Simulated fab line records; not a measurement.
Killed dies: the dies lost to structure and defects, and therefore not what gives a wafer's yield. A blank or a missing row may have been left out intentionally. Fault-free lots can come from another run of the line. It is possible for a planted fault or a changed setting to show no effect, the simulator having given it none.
fab line records -- flow n5_finfet
record: lots: 11, wafers: 33, last_day: 16
route steps=1938 shown BEOL_M5@1132 PASSIVATION@1936
lots with no fault: from the same line, run without faults
start_h: hours from the record's opening day to when the first of the lot's shown wafers began -- wait_h: how many hours have passed since the lot's step before this one -- " as in the row above -- L1.1+2: a single row standing in for several wafers -- - no value present, or no start provided -- * or withheld: withheld -- < > ~ a bound
route shown NAME@n: a module of which the file shows steps, and the number in the route of the first -- usual: mean/standard deviation taken from wafers without a fault -- same: alike in all rows -- chamber/n: place in a boat -- sites: per-site readings -- _std_site: the standard deviation of these -- _edge_site: mean of outer sites minus mean of inner sites -- radius_mm: how far each site lies from the wafer's centre -- mask NAME#n: copy n -- behind: the most recent tool/chamber to have shaped the wafer -- hold: reason for holding the lot/hours on hold/outcome of the hold -- device: which transistor (n, p or np) failed to switch -- end of line: the same wafers' tests at the end of the route -- a step with no rows: only its recipe -- killed: dies lost to structure and defects at the first sort, not the wafer's yield -- map: per-die view of a wafer (x killed, . not killed, _ where there is no die)
set.NAME: the setting as run; set.NAME@STEP: as run at that earlier step -- model.NAME: the simulator's own value behind a step, which no gauge read
a sample of lots followed through the steps of the route, with each step as a table and each wafer as a row
services: from which hour (start_h, from the record's first day; less than 0 if before it) a tool's chamber was out of use, for how many hours, and why
== steps ==
step: N5_BEOL_M5_ETCH_62
recipe: chemistry: N2/H2, target: SOC, target_depth_a: 750, overetch_a: 150, mask_material: SiARC, temp_c: 40, time_s: 112.5, ion_energy_ev: 200, pressure_mtorr: 30, source_w: 840, bias_w: 150, n2_flow_sccm: 200, h2_flow_sccm: 200
usual: drypump_motor_current_A: 5.5/0.44, oes_product_au: 0.63/0.079, rf_vpp_V: 524.3/2.3, showerhead_plenum_p_Torr: 2.56/0.082, throttle_valve_pct: 17.7/0.32
lot.wafer,tool,chamber,start_h,wait_h,drypump_motor_current_A,oes_product_au,rf_hours_counter_h,rf_vpp_V,showerhead_plenum_p_Torr,throttle_valve_pct
L411.1,rie_diel-01,2,162.49,0.0,5.4,0.57,173,522.9,2.55,18.1
L411.3,rie_diel-01,0,162.49,0.0,5.3,0.66,72,528.9,2.69,17.8
L411.6,rie_diel-01,3,162.49,0.0,5.7,0.55,-,525.8,2.62,17.6
L418.3,rie_diel-04,2,204.80,0.0,4.8,0.69,31,527.6,2.71,17.7
L418.5,rie_diel-04,0,204.80,0.0,5.4,0.72,-,522.7,2.49,17.6
L418.6,rie_diel-04,3,204.80,0.0,5.9,0.56,-,519.9,2.40,18.1
L417.1,rie_diel-01,0,206.43,0.0,5.4,0.65,86,528.2,2.68,17.8
L417.4,rie_diel-01,3,206.43,0.0,5.7,0.54,202,526.5,2.61,17.7
L417.5,rie_diel-01,1,206.43,0.0,6.0,0.75,-,523.0,2.47,17.1
L419.1,rie_diel-01,0,206.82,0.0,5.4,0.64,86,527.8,2.68,17.8
L419.2,rie_diel-01,1,206.82,0.0,6.0,0.76,8,521.9,2.47,17.1
L419.5,rie_diel-01,0,206.82,0.0,5.3,0.65,-,526.7,2.68,17.8
L421.1,rie_diel-01,3,224.83,0.0,5.7,0.54,207,526.8,2.61,17.7
L421.2,rie_diel-01,2,224.83,0.0,5.5,0.57,192,523.6,2.55,18.1
L421.3,rie_diel-01,0,224.83,0.0,5.3,0.64,91,527.2,2.68,17.8
L422.1,rie_diel-01,1,234.16,0.0,6.0,0.74,16,522.6,2.47,17.1
L422.2,rie_diel-01,0,234.16,0.0,5.4,0.64,94,526.4,2.68,17.8
L422.3,rie_diel-01,2,234.16,0.0,5.4,0.56,194,521.0,2.54,18.1
L423.1,rie_diel-02,3,244.72,0.0,5.0,0.66,63,522.7,2.48,17.9
L423.2,rie_diel-02,2,244.72,0.0,5.1,0.55,228,524.3,2.53,17.8
L423.4,rie_diel-02,1,244.72,0.0,5.6,0.57,-,526.2,2.61,17.8
L425.2,rie_diel-04,1,247.43,0.0,5.1,0.74,16,525.7,2.61,17.5
L425.3,rie_diel-04,0,247.43,0.0,5.4,0.70,37,522.9,2.48,17.6
L425.5,rie_diel-04,0,247.43,0.0,5.4,0.70,-,522.4,2.48,17.6
L424.1,rie_diel-01,2,251.43,0.0,5.4,0.57,200,523.8,2.54,18.1
L424.5,rie_diel-01,2,251.43,0.0,5.4,0.56,-,522.8,2.54,18.2
L424.6,rie_diel-01,1,251.43,0.0,6.0,0.73,-,521.8,2.47,17.1
L427.1,rie_diel-01,3,266.79,0.0,5.7,0.54,220,525.4,2.61,17.7
L427.3,rie_diel-01,2,266.79,0.0,5.4,0.56,204,521.9,2.54,18.2
L427.4,rie_diel-01,1,266.79,0.0,6.0,0.72,26,521.6,2.47,17.1
L431.3,rie_diel-02,1,287.24,0.0,5.6,0.57,190,527.3,2.61,17.8
L431.4,rie_diel-02,2,287.24,0.0,5.1,0.54,242,521.9,2.52,17.9
L431.5,rie_diel-02,0,287.24,0.0,6.5,0.71,-,524.5,2.60,17.4
step: N5_BEOL_M5_COAT_66
recipe: resist: SiARC, temp_c: 220, time_s: 60, spin_rpm: 1500, resist_thk_nm: 12
usual: heater_power_total_W: 427.7/2.1, spin_speed_rpm: 1500.0/1
lot.wafer,tool,chamber,start_h,wait_h,heater_power_total_W,spin_speed_rpm
L411.1,litho_track-05,0,162.88,-,430.4,1498.7
L411.3,litho_track-05,0,162.88,-,424.2,1499.9
L411.6,litho_track-05,0,162.88,-,430.9,1498.6
L418.3,litho_track-05,0,205.19,-,429.1,1498.7
L418.5,litho_track-05,0,205.19,-,425.4,1501.7
L418.6,litho_track-05,0,205.19,-,428.7,1498.6
L417.1,litho_track-02,0,208.58,-,424.1,1499.3
L417.4,litho_track-02,0,208.58,-,424.3,1500.6
L417.5,litho_track-02,0,208.58,-,425.5,1500.4
L419.1,litho_track-05,0,209.27,-,426.5,1499.9
L419.2,litho_track-05,0,209.27,-,429.4,1499.5
L419.5,litho_track-05,0,209.27,-,424.5,1501.6
L421.1,litho_track-02,0,226.13,-,428.4,1499.6
L421.2,litho_track-02,0,226.13,-,430.5,1498.8
L421.3,litho_track-02,0,226.13,-,424.8,1500.9
L422.1,litho_track-05,0,234.54,-,424.2,1500.4
L422.2,litho_track-05,0,234.54,-,424.6,1500.2
L422.3,litho_track-05,0,234.54,-,427.0,1499.7
L423.1,litho_track-03,0,245.52,-,424.8,1499.3
L423.2,litho_track-03,0,245.52,-,427.9,1499.0
L423.4,litho_track-03,0,245.52,-,427.4,1499.4
L425.2,litho_track-05,0,249.65,-,425.9,1444.2
L425.3,litho_track-05,0,249.65,-,426.0,1445.6
L425.5,litho_track-05,0,249.65,-,426.7,1444.6
L424.1,litho_track-02,0,253.09,-,427.9,1500.3
L424.5,litho_track-02,0,253.09,-,425.7,1500.4
L424.6,litho_track-02,0,253.09,-,429.5,1499.8
L427.1,litho_track-05,0,269.03,-,426.6,1444.3
L427.3,litho_track-05,0,269.03,-,425.1,1443.6
L427.4,litho_track-05,0,269.03,-,425.7,1444.1
L431.3,litho_track-02,0,287.93,-,426.1,1500.1
L431.4,litho_track-02,0,287.93,-,426.8,1501.1
L431.5,litho_track-02,0,287.93,-,425.1,1499.3
step: N5_BEOL_M5_INSPECT_30
recipe: mode: adi, inspect_instrument: brightfield
usual: raw_defect_count: 397/99
lot.wafer,tool,chamber,start_h,wait_h,raw_defect_count
L411.1,defect_inspect-01,-,163.24,0.1,425
L411.3,defect_inspect-01,-,163.24,0.1,350
L411.6,defect_inspect-01,-,163.24,0.1,447
L418.3,defect_inspect-01,-,205.55,0.0,334
L418.5,defect_inspect-01,-,205.55,0.0,368
L418.6,defect_inspect-01,-,205.55,0.0,386
L417.1,defect_inspect-02,-,209.07,0.1,273
L417.4,defect_inspect-02,-,209.07,0.1,269
L417.5,defect_inspect-02,-,209.07,0.1,468
L419.1,defect_inspect-02,-,209.63,0.1,394
L419.2,defect_inspect-02,-,209.63,0.1,375
L419.5,defect_inspect-02,-,209.63,0.1,366
L421.1,defect_inspect-01,-,226.50,0.1,560
L421.2,defect_inspect-01,-,226.50,0.1,357
L421.3,defect_inspect-01,-,226.50,0.1,396
L422.1,defect_inspect-01,-,234.91,0.1,483
L422.2,defect_inspect-01,-,234.91,0.1,436
L422.3,defect_inspect-01,-,234.91,0.1,435
L423.1,defect_inspect-01,-,245.88,0.1,506
L423.2,defect_inspect-01,-,245.88,0.1,473
L423.4,defect_inspect-01,-,245.88,0.1,550
L425.2,defect_inspect-01,-,250.01,0.0,478
L425.3,defect_inspect-01,-,250.01,0.0,539
L425.5,defect_inspect-01,-,250.01,0.0,724
L424.1,defect_inspect-02,-,253.45,0.1,284
L424.5,defect_inspect-02,-,253.45,0.1,236
L424.6,defect_inspect-02,-,253.45,0.1,207
L427.1,defect_inspect-01,-,269.44,0.1,406
L427.3,defect_inspect-01,-,269.44,0.1,458
L427.4,defect_inspect-01,-,269.44,0.1,543
L431.3,defect_inspect-01,-,288.42,0.0,335
L431.4,defect_inspect-01,-,288.42,0.0,238
L431.5,defect_inspect-01,-,288.42,0.0,279
step: N5_BEOL_M5_ETCH_67
recipe: chemistry: CF4, target: SiARC, target_depth_a: 156, mask_material: CAR-EUV, time_s: 26, ion_energy_ev: 80, pressure_mtorr: 40, source_w: 545, bias_w: 36, Ar_flow_sccm: 100, cf4_flow_sccm: 100, ends: cleared
usual: drypump_motor_current_A: 5.4/0.5, etch_rf_on_time_s: 25.6/0.65, oes_product_au: 0.69/0.087, rf_vpp_V: 184.4/1.3, showerhead_plenum_p_Torr: 2.16/0.071, throttle_valve_pct: 15.54/0.29
lot.wafer,tool,chamber,start_h,wait_h,drypump_motor_current_A,etch_rf_on_time_s,oes_product_au,rf_hours_counter_h,rf_vpp_V,showerhead_plenum_p_Torr,throttle_valve_pct
L411.1,rie_diel-01,0,163.32,0.0,5.4,24.9,0.73,72,186.7,2.25,15.49
L411.3,rie_diel-01,3,163.32,0.0,5.7,25.3,0.61,188,185.0,2.22,15.65
L411.6,rie_diel-01,2,163.32,0.0,5.4,26.5,0.61,-,185.0,2.13,15.76
L418.3,rie_diel-04,0,205.64,0.0,5.4,25.6,0.79,24,184.8,2.10,15.35
L418.5,rie_diel-04,0,205.64,0.0,5.4,25.6,0.79,-,184.5,2.10,15.36
L418.6,rie_diel-04,3,205.64,0.0,5.9,26.3,0.60,-,182.4,2.03,16.03
L417.1,rie_diel-02,0,209.29,0.0,6.5,25.6,0.82,3,186.4,2.18,14.99
L417.4,rie_diel-02,1,209.29,0.0,5.6,25.5,0.63,169,185.9,2.23,15.86
L417.5,rie_diel-02,0,209.29,0.0,6.5,25.5,0.82,-,183.7,2.18,14.99
L419.1,rie_diel-01,2,209.78,0.0,5.4,26.5,0.61,188,183.4,2.13,15.78
L419.2,rie_diel-01,1,209.78,0.0,6.0,24.6,0.84,9,183.2,2.10,15.02
L419.5,rie_diel-01,1,209.78,0.0,6.0,24.6,0.84,-,183.9,2.10,15.04
L421.1,rie_diel-01,0,226.58,0.0,5.3,25.4,0.70,92,186.0,2.24,15.56
L421.2,rie_diel-01,3,226.58,0.0,5.7,25.7,0.59,208,184.6,2.22,15.71
L421.3,rie_diel-01,2,226.58,0.0,5.4,26.6,0.60,192,184.2,2.12,15.80
L422.1,rie_diel-04,1,234.99,0.0,5.1,25.2,0.83,11,184.9,2.18,15.17
L422.2,rie_diel-04,2,234.99,0.0,4.7,25.0,0.75,41,184.9,2.28,15.48
L422.3,rie_diel-04,3,234.99,0.0,5.9,26.5,0.58,232,182.7,2.03,16.04
L423.1,rie_diel-02,1,245.96,0.0,5.6,25.3,0.63,182,185.4,2.23,15.90
L423.2,rie_diel-02,3,245.96,0.0,5.0,25.7,0.72,63,182.4,2.10,15.67
L423.4,rie_diel-02,1,245.96,0.0,5.6,25.4,0.63,-,185.3,2.23,15.87
L425.2,rie_diel-02,1,250.10,0.0,5.6,25.7,0.63,183,185.0,2.23,15.88
L425.3,rie_diel-02,3,250.10,0.0,4.9,26.1,0.72,65,181.8,2.10,15.68
L425.5,rie_diel-02,3,250.10,0.0,4.9,26.1,0.72,-,184.0,2.10,15.70
L424.1,rie_diel-02,1,253.54,0.0,5.6,25.4,0.63,184,184.5,2.23,15.86
L424.5,rie_diel-02,3,253.54,0.0,5.0,25.7,0.72,-,182.7,2.10,15.69
L424.6,rie_diel-02,0,253.54,0.0,6.5,25.2,0.81,-,185.6,2.18,15.01
L427.1,rie_diel-01,1,269.89,0.0,5.9,25.1,0.80,26,182.1,2.09,15.06
L427.3,rie_diel-01,3,269.89,0.0,5.7,25.9,0.59,221,185.4,2.21,15.73
L427.4,rie_diel-01,0,269.89,0.0,5.3,25.5,0.69,105,185.4,2.24,15.57
L431.3,rie_diel-01,1,288.62,0.0,6.0,24.5,0.79,32,185.7,2.09,15.07
L431.4,rie_diel-01,0,288.62,0.0,5.3,25.1,0.69,110,185.4,2.24,15.58
L431.5,rie_diel-01,3,288.62,0.0,5.7,25.5,0.59,-,184.2,2.21,15.74
step: N5_PASSIVATION_PROBE_49
usual: defect_limited_yield: 91.3/1.5, killed_at_M0_to_M3: 34/11, killed_at_M4_up: 14/6.1, killed_at_contacts: 12/5.9, killed_at_front_end: 39/11, killed_at_other: 4/3.3, killed_dies: 102/18, killed_open: 67/13, killed_short: 33/7.9, sort_bin_5_function: 5.1/1, sort_bin_6_memory: 3.3/0.7, sort_n_pass: 1077/19, sort_yield_pct: 91.3/1.6
same: gross_dies: 1180, killed_at_back_side: 0, sort_bin_4_leakage[%]: 0, sort_bin_8_speed[%]: 0
lot.wafer,tool,chamber,start_h,wait_h,defect_limited_yield[%],killed_at_M0_to_M3,killed_at_M4_up,killed_at_contacts,killed_at_front_end,killed_at_other,killed_dies,killed_open,killed_short,sort_bin_5_function[%],sort_bin_6_memory[%],sort_n_pass,sort_yield_pct[%]
L411.1,prober-01,-,253.54,0.0,90.3,36,9,16,52,1,114,76,34,5.0,4.1,1066,90.3
L411.3,prober-01,-,253.64,0.1,87.4,49,15,17,64,4,149,95,50,7.6,4.8,1031,87.4
L411.6,prober-01,-,253.79,0.3,90.6,58,13,7,31,2,111,69,42,6.3,2.9,1069,90.6
L422.1,prober-01,-,328.07,0.0,91.0,49,9,6,37,5,106,70,33,5.8,2.8,1074,91.0
L422.2,prober-01,-,328.12,0.1,87.9,51,14,17,40,21,143,94,48,7.0,4.7,1037,87.9
L422.3,prober-01,-,328.17,0.1,89.7,59,13,16,24,9,121,80,41,5.4,4.2,1059,89.7
L423.1,prober-02,-,343.02,0.0,89.5,71,14,13,26,0,124,91,31,6.9,3.4,1056,89.5
L423.2,prober-02,-,343.07,0.1,90.0,43,18,22,35,0,118,80,37,5.2,4.7,1062,90.0
L423.4,prober-02,-,343.17,0.2,89.7,54,17,14,35,2,122,73,46,5.5,4.3,1058,89.7
L425.2,prober-01,-,343.66,0.1,89.9,39,17,20,34,9,119,85,32,5.4,4.4,1061,89.9
L425.3,prober-01,-,343.71,0.1,90.4,44,22,13,28,6,113,83,27,6.3,3.1,1067,90.4
L425.5,prober-01,-,343.81,0.2,90.7,45,18,12,25,10,110,73,35,5.0,3.9,1070,90.7
killed by level:class
L411.1 STI_FIN_REVEAL:geometric_particle:open=18 MOL_CONTACT_COAG:geometric_particle:open=12 FIN_SAQP:geometric_particle:short=9 BEOL_M2:geometric_particle:open=9 BEOL_M3:geometric_particle:open=8 BEOL_M1:geometric_particle:open=6 GATE_CUT:geometric_particle:open=4 GATE_CUT:geometric_particle:short=4
L411.3 STI_FIN_REVEAL:geometric_particle:open=27 FIN_SAQP:geometric_particle:short=13 BEOL_M0_SAQP:geometric_particle:open=12 MOL_CONTACT_COAG:geometric_particle:open=10 BEOL_M1:geometric_particle:open=10 BEOL_M0_SAQP:geometric_particle:short=8 FIN_SAQP:geometric_particle:open=7 MOL_CONTACT_COAG:geometric_particle:short=7
L411.6 BEOL_M0_SAQP:geometric_particle:open=19 BEOL_M0_SAQP:geometric_particle:short=14 STI_FIN_REVEAL:geometric_particle:open=11 BEOL_M4:geometric_particle:open=10 BEOL_M1:geometric_particle:open=10 MOL_CONTACT_COAG:geometric_particle:open=5 BEOL_M1:geometric_particle:short=5 FIN_SAQP:geometric_particle:short=4
L422.1 BEOL_M0_SAQP:geometric_particle:open=12 GATE_CUT:geometric_particle:open=12 BEOL_M1:geometric_particle:open=8 BEOL_M0:geometric_particle:open=7 FIN_SAQP:geometric_particle:open=6 BEOL_M0_SAQP:geometric_particle:short=6 BEOL_M1:geometric_particle:short=6 GATE_CUT:geometric_particle:short=5
L422.2 MOL_CONTACT_COAG:geometric_particle:open=14 BEOL_M0_SAQP:geometric_particle:short=11 STI_FIN_REVEAL:geometric_particle:open=9 BEOL_M1:geometric_particle:open=9 BEOL_M0_SAQP:geometric_particle:open=9 BEOL_M3:geometric_particle:open=7 FIN_SAQP:geometric_particle:open=5 STARTING-WAFER:geometric_particle:open=5
L422.3 MOL_CONTACT_COAG:geometric_particle:open=13 BEOL_M0_SAQP:geometric_particle:open=13 BEOL_M0_SAQP:geometric_particle:short=11 BEOL_M3:geometric_particle:open=11 BEOL_M1:geometric_particle:open=10 BEOL_M1:geometric_particle:short=7 DUMMY_GATE:geometric_particle:open=5 GATE_CUT:geometric_particle:short=4
L423.1 BEOL_M3:geometric_particle:open=22 MOL_CONTACT_COAG:geometric_particle:open=12 STI_FIN_REVEAL:geometric_particle:open=11 BEOL_M0_SAQP:geometric_particle:open=10 BEOL_M0_SAQP:geometric_particle:short=10 BEOL_M2:geometric_particle:short=9 BEOL_M2:geometric_particle:open=8 BEOL_M1:geometric_particle:open=7
L423.2 MOL_CONTACT_COAG:geometric_particle:open=19 STI_FIN_REVEAL:geometric_particle:open=11 BEOL_M0_SAQP:geometric_particle:short=10 BEOL_M0_SAQP:geometric_particle:open=7 BEOL_M1:geometric_particle:open=6 BEOL_M5:geometric_particle:open=6 FIN_SAQP:geometric_particle:open=5 BEOL_M1:geometric_particle:short=5
L423.4 BEOL_M0_SAQP:geometric_particle:short=14 MOL_CONTACT_COAG:geometric_particle:open=12 BEOL_M0_SAQP:geometric_particle:open=10 BEOL_M1:geometric_particle:open=8 BEOL_M3:geometric_particle:open=7 FIN_SAQP:geometric_particle:short=6 FIN_SAQP:geometric_particle:open=6 BEOL_M4:geometric_particle:open=6
L425.2 MOL_CONTACT_COAG:geometric_particle:open=16 BEOL_M3:geometric_particle:open=14 FIN_SAQP:geometric_particle:open=9 BEOL_M0_SAQP:geometric_particle:short=8 STI_FIN_REVEAL:geometric_particle:open=7 BEOL_M4:geometric_particle:open=7 BEOL_M0_SAQP:geometric_particle:open=6 DUMMY_GATE:geometric_particle:open=4
L425.3 BEOL_M3:geometric_particle:open=18 MOL_CONTACT_COAG:geometric_particle:open=8 BEOL_M0_SAQP:geometric_particle:open=8 FIN_SAQP:geometric_particle:open=7 STI_FIN_REVEAL:geometric_particle:open=7 BEOL_M4:geometric_particle:open=7 STARTING-WAFER:geometric_particle:short=6 MOL_CONTACT_COAG:geometric_particle:short=5
L425.5 BEOL_M0_SAQP:geometric_particle:open=14 BEOL_M4:geometric_particle:open=12 BEOL_M0_SAQP:geometric_particle:short=10 MOL_CONTACT_COAG:geometric_particle:open=9 BEOL_M3:geometric_particle:open=9 FIN_SAQP:geometric_particle:short=7 BEOL_M2:geometric_particle:open=6 GATE_CUT:geometric_particle:open=5
== services ==
tool,chamber,start_h,hours,kind
rie_diel-01,1,151.64,-,clean
rie_diel-01,1,151.64,-,consumable_replace:focus_ring
rie_diel-01,1,151.64,17.7,scheduled_down
rie_diel-01,1,151.64,17.7,vent_cycle
rie_diel-04,1,178.16,-,clean
rie_diel-04,1,178.16,-,consumable_replace:focus_ring
rie_diel-04,1,178.16,17.2,scheduled_down
rie_diel-04,1,178.16,17.2,vent_cycle
rie_diel-02,0,185.57,-,clean
rie_diel-02,0,185.57,-,consumable_replace:focus_ring
rie_diel-02,0,185.57,15.5,scheduled_down
rie_diel-02,0,185.57,15.5,vent_cycle
rie_diel-01,1,187.31,5.4,repair
rie_diel-02,0,227.10,2.8,repair
rie_diel-02,1,264.14,12.0,repair
== key ==
first_sign: step: N5_BEOL_M5_COAT_66, reading: spin_speed_rpm, direction: down, sigmas: 55, usual: *, struck: *
effect none on later readings
met_at N5_BEOL_M5_COAT_66
struck_lots L425,L427
not_acting_at N5_BEOL_M5_ETCH_62,N5_BEOL_M5_INSPECT_30,N5_BEOL_M5_ETCH_67
onset_between 234.54 249.65
fault: kind: process_parameter_drift, tool: litho_track-05, chamber: -, onset_h: 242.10, steps: N5_BEOL_M5_COAT_66, channel: spin_rpm, offset: *, shape: step, end_h: 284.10, acts_in: *, stated: *
